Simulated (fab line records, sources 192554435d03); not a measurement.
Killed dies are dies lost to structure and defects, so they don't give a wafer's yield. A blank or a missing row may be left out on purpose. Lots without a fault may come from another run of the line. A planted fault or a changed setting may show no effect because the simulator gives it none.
Chamber matching | flow n5_finfet | N5_DUMMY_GATE_ETCH_42 on rie_diel-01: 4 sister chambers
The step etches SiO2 in CHF3/O2, target depth 3.5 nm, time 31 s. 16 wafers are shown with their chamber, then 8 later ones without.

WAFERS WITH THEIR CHAMBER
wafer  | chamber | showerhead_plenum_p_Torr (Torr) | drypump_motor_current_A (A) | throttle_valve_pct (%)
L075.2 | 3       | 2.50                            | 5.7                         | 18.66
L075.5 | 1       | 2.53                            | 6.3                         | 18.37
L075.6 | 0       | 2.56                            | 5.5                         | 18.83
L076.1 | 0       | 2.56                            | 5.5                         | 18.83
L076.4 | 2       | 2.32                            | 6.4                         | 18.60
L076.6 | 1       | 2.53                            | 6.3                         | 18.36
L077.3 | 1       | 2.53                            | 6.3                         | 18.36
L077.5 | 2       | 2.32                            | 6.4                         | 18.61
L077.6 | 1       | 2.53                            | 6.3                         | 18.35
L081.1 | 2       | 2.32                            | 6.4                         | 18.61
L081.5 | 0       | 2.56                            | 5.5                         | 18.84
L081.6 | 3       | 2.50                            | 5.7                         | 18.69
L083.2 | 2       | 2.32                            | 6.4                         | 18.62
L083.5 | 0       | 2.56                            | 5.4                         | 18.86
L083.6 | 3       | 2.50                            | 5.7                         | 18.68
L086.1 | 1       | 2.52                            | 6.3                         | 18.40

SIGNATURES (means of the wafers above)
reading                  | chamber 0 | chamber 1 | chamber 2 | chamber 3 | scatter within a chamber
showerhead_plenum_p_Torr | 2.5600    | 2.5280    | 2.3200    | 2.5000    | 0.00258
drypump_motor_current_A  | 5.475     | 6.300     | 6.400     | 5.700     | 0.025
throttle_valve_pct       | 18.8400   | 18.3680   | 18.6100   | 18.6767   | 0.0151
Rule: a wafer's distance from a chamber is the root of the sum, over the readings, of the square of ((its reading less the chamber's mean) divided by the reading's scatter). The wafer belongs to the nearest chamber; if the next one is less than 2 further off, it can't be placed. The scatter: the root of (the sum of the squares of (reading less its chamber's mean) over the shown wafers, divided by (wafers less chambers)).

WAFERS WITHOUT THEIR CHAMBER
wafer  | showerhead_plenum_p_Torr (Torr) | drypump_motor_current_A (A) | throttle_valve_pct (%)
L086.3 | 2.55                            | 5.5                         | 18.86
L086.5 | 2.52                            | 6.3                         | 18.39
L088.1 | 2.49                            | 5.7                         | 18.71
L088.3 | 2.52                            | 6.3                         | 18.41
L088.4 | 2.55                            | 5.5                         | 18.85
L089.1 | 2.52                            | 6.3                         | 18.40
L089.4 | 2.49                            | 5.7                         | 18.71
L089.5 | 2.49                            | 5.7                         | 18.71

WHICH CHAMBER EACH WENT THROUGH
wafer  | from the rows above | in truth
L086.3 | 0                   | 0
L086.5 | 1                   | 1
L088.1 | 3                   | 3
L088.3 | 1                   | 1
L088.4 | 0                   | 0
L089.1 | 1                   | 1
L089.4 | 3                   | 3
L089.5 | 3                   | 3
Placed correctly: 8 of 8. Can't be placed from these rows: 0. Placed wrongly: 0.
